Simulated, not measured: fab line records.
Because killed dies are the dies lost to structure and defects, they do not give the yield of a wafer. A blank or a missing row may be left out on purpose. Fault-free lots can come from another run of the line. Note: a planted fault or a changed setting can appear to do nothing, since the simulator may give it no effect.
Matching of chambers || flow nand harc || rie diel-04 running NHARC_A_STAIRCASE_DESCUM_11: 4 sister chambers
The step chemistry O2, time 3 s. 27 wafers are shown with their chamber, then 12 later ones without.

== WAFERS WITH THEIR CHAMBER ==
{"wafer": "L076.2", "chamber": 2, "drypump motor current A (A)": 5.5, "showerhead plenum p Torr (Torr)": 1.87, "oes product au (a.u.)": 0.996}
{"wafer": "L076.3", "chamber": 0, "drypump motor current A (A)": 6.6, "showerhead plenum p Torr (Torr)": 1.95, "oes product au (a.u.)": 1.018}
{"wafer": "L076.4", "chamber": 3, "drypump motor current A (A)": 5.6, "showerhead plenum p Torr (Torr)": 1.78, "oes product au (a.u.)": 1.004}
{"wafer": "L078.1", "chamber": 0, "drypump motor current A (A)": 6.6, "showerhead plenum p Torr (Torr)": 1.95, "oes product au (a.u.)": 1.014}
{"wafer": "L078.3", "chamber": 3, "drypump motor current A (A)": 5.6, "showerhead plenum p Torr (Torr)": 1.78, "oes product au (a.u.)": 0.996}
{"wafer": "L078.5", "chamber": 0, "drypump motor current A (A)": 6.6, "showerhead plenum p Torr (Torr)": 1.95, "oes product au (a.u.)": 1.016}
{"wafer": "L079.3", "chamber": 1, "drypump motor current A (A)": 5.6, "showerhead plenum p Torr (Torr)": 1.93, "oes product au (a.u.)": 1.000}
{"wafer": "L079.5", "chamber": 0, "drypump motor current A (A)": 6.6, "showerhead plenum p Torr (Torr)": 1.95, "oes product au (a.u.)": 1.011}
{"wafer": "L079.6", "chamber": 3, "drypump motor current A (A)": 5.6, "showerhead plenum p Torr (Torr)": 1.78, "oes product au (a.u.)": 1.006}
{"wafer": "L080.4", "chamber": 1, "drypump motor current A (A)": 5.7, "showerhead plenum p Torr (Torr)": 1.93, "oes product au (a.u.)": 1.001}
{"wafer": "L080.5", "chamber": 0, "drypump motor current A (A)": 6.6, "showerhead plenum p Torr (Torr)": 1.94, "oes product au (a.u.)": 1.004}
{"wafer": "L080.6", "chamber": 1, "drypump motor current A (A)": 5.7, "showerhead plenum p Torr (Torr)": 1.93, "oes product au (a.u.)": 0.997}
{"wafer": "L083.1", "chamber": 1, "drypump motor current A (A)": 5.7, "showerhead plenum p Torr (Torr)": 1.92, "oes product au (a.u.)": 0.992}
{"wafer": "L083.4", "chamber": 2, "drypump motor current A (A)": 5.5, "showerhead plenum p Torr (Torr)": 1.86, "oes product au (a.u.)": 0.988}
{"wafer": "L083.6", "chamber": 3, "drypump motor current A (A)": 5.6, "showerhead plenum p Torr (Torr)": 1.77, "oes product au (a.u.)": 0.985}
{"wafer": "L086.1", "chamber": 1, "drypump motor current A (A)": 5.7, "showerhead plenum p Torr (Torr)": 1.92, "oes product au (a.u.)": 1.007}
{"wafer": "L086.2", "chamber": 0, "drypump motor current A (A)": 6.6, "showerhead plenum p Torr (Torr)": 1.94, "oes product au (a.u.)": 1.012}
{"wafer": "L086.3", "chamber": 2, "drypump motor current A (A)": 5.6, "showerhead plenum p Torr (Torr)": 1.86, "oes product au (a.u.)": 1.000}
{"wafer": "L086.4", "chamber": 3, "drypump motor current A (A)": 5.6, "showerhead plenum p Torr (Torr)": 1.77, "oes product au (a.u.)": 0.995}
{"wafer": "L086.5", "chamber": 1, "drypump motor current A (A)": 5.7, "showerhead plenum p Torr (Torr)": 1.92, "oes product au (a.u.)": 0.992}
{"wafer": "L086.6", "chamber": 2, "drypump motor current A (A)": 5.5, "showerhead plenum p Torr (Torr)": 1.86, "oes product au (a.u.)": 0.987}
{"wafer": "L089.3", "chamber": 1, "drypump motor current A (A)": 5.6, "showerhead plenum p Torr (Torr)": 1.92, "oes product au (a.u.)": 1.005}
{"wafer": "L089.4", "chamber": 3, "drypump motor current A (A)": 5.6, "showerhead plenum p Torr (Torr)": 1.77, "oes product au (a.u.)": 0.987}
{"wafer": "L089.5", "chamber": 0, "drypump motor current A (A)": 6.6, "showerhead plenum p Torr (Torr)": 1.93, "oes product au (a.u.)": 1.002}
{"wafer": "L090.1", "chamber": 1, "drypump motor current A (A)": 5.7, "showerhead plenum p Torr (Torr)": 1.92, "oes product au (a.u.)": 1.016}
{"wafer": "L090.3", "chamber": 0, "drypump motor current A (A)": 6.6, "showerhead plenum p Torr (Torr)": 1.93, "oes product au (a.u.)": 1.018}
{"wafer": "L090.6", "chamber": 1, "drypump motor current A (A)": 5.7, "showerhead plenum p Torr (Torr)": 1.92, "oes product au (a.u.)": 1.002}

SIGNATURES (means of the wafers above)
{"reading": "drypump motor current A", "chamber 0": 6.600, "chamber 1": 5.678, "chamber 2": 5.525, "chamber 3": 5.600, "scatter within a chamber": 0.0317}
{"reading": "showerhead plenum p Torr", "chamber 0": 1.9425, "chamber 1": 1.9233, "chamber 2": 1.8625, "chamber 3": 1.7750, "scatter within a chamber": 0.00651}
{"reading": "oes product au", "chamber 0": 1.01188, "chamber 1": 1.00133, "chamber 2": 0.99275, "chamber 3": 0.99550, "scatter within a chamber": 0.00721}
Rule: a wafer lies at a distance from a chamber equal to the root of the sum of squares, over the readings, of (its reading less the chamber's mean, divided by the reading's scatter). The wafer belongs to the nearest chamber; if the next one is less than 2 further off, it can't be placed. The scatter: the root of (the sum of the squares of (reading less its chamber's mean) over the shown wafers, divided by (wafers less chambers)).

== WAFERS WITHOUT THEIR CHAMBER ==
{"wafer": "L092.1", "drypump motor current A (A)": 6.6, "showerhead plenum p Torr (Torr)": 1.93, "oes product au (a.u.)": 1.019}
{"wafer": "L092.2", "drypump motor current A (A)": 5.5, "showerhead plenum p Torr (Torr)": 1.86, "oes product au (a.u.)": 0.986}
{"wafer": "L092.5", "drypump motor current A (A)": 5.6, "showerhead plenum p Torr (Torr)": 2.08, "oes product au (a.u.)": 0.982}
{"wafer": "L094.1", "drypump motor current A (A)": 6.6, "showerhead plenum p Torr (Torr)": 1.93, "oes product au (a.u.)": 1.017}
{"wafer": "L094.4", "drypump motor current A (A)": 5.7, "showerhead plenum p Torr (Torr)": 1.91, "oes product au (a.u.)": 0.986}
{"wafer": "L094.5", "drypump motor current A (A)": 5.6, "showerhead plenum p Torr (Torr)": 1.86, "oes product au (a.u.)": 0.994}
{"wafer": "L096.1", "drypump motor current A (A)": 5.6, "showerhead plenum p Torr (Torr)": 1.85, "oes product au (a.u.)": 0.994}
{"wafer": "L096.5", "drypump motor current A (A)": 5.7, "showerhead plenum p Torr (Torr)": 1.91, "oes product au (a.u.)": 0.995}
{"wafer": "L096.6", "drypump motor current A (A)": 6.6, "showerhead plenum p Torr (Torr)": 1.93, "oes product au (a.u.)": 1.022}
{"wafer": "L097.1", "drypump motor current A (A)": 5.7, "showerhead plenum p Torr (Torr)": 1.91, "oes product au (a.u.)": 1.001}
{"wafer": "L097.4", "drypump motor current A (A)": 5.6, "showerhead plenum p Torr (Torr)": 1.85, "oes product au (a.u.)": 1.001}
{"wafer": "L097.5", "drypump motor current A (A)": 5.7, "showerhead plenum p Torr (Torr)": 1.91, "oes product au (a.u.)": 1.007}

== THE CHAMBER EACH PASSED THROUGH ==
{"wafer": "L092.1", "from the rows above": 0, "in truth": 0}
{"wafer": "L092.2", "from the rows above": 2, "in truth": 2}
{"wafer": "L092.5", "from the rows above": 1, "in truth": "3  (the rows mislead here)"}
{"wafer": "L094.1", "from the rows above": 0, "in truth": 0}
{"wafer": "L094.4", "from the rows above": 1, "in truth": 1}
{"wafer": "L094.5", "from the rows above": 2, "in truth": 2}
{"wafer": "L096.1", "from the rows above": 2, "in truth": 2}
{"wafer": "L096.5", "from the rows above": 1, "in truth": 1}
{"wafer": "L096.6", "from the rows above": 0, "in truth": 0}
{"wafer": "L097.1", "from the rows above": 1, "in truth": 1}
{"wafer": "L097.4", "from the rows above": 2, "in truth": 2}
{"wafer": "L097.5", "from the rows above": 1, "in truth": 1}
Correct placement for 11 of the 12. Number that these rows cannot place: 0. Number placed wrongly: 1.
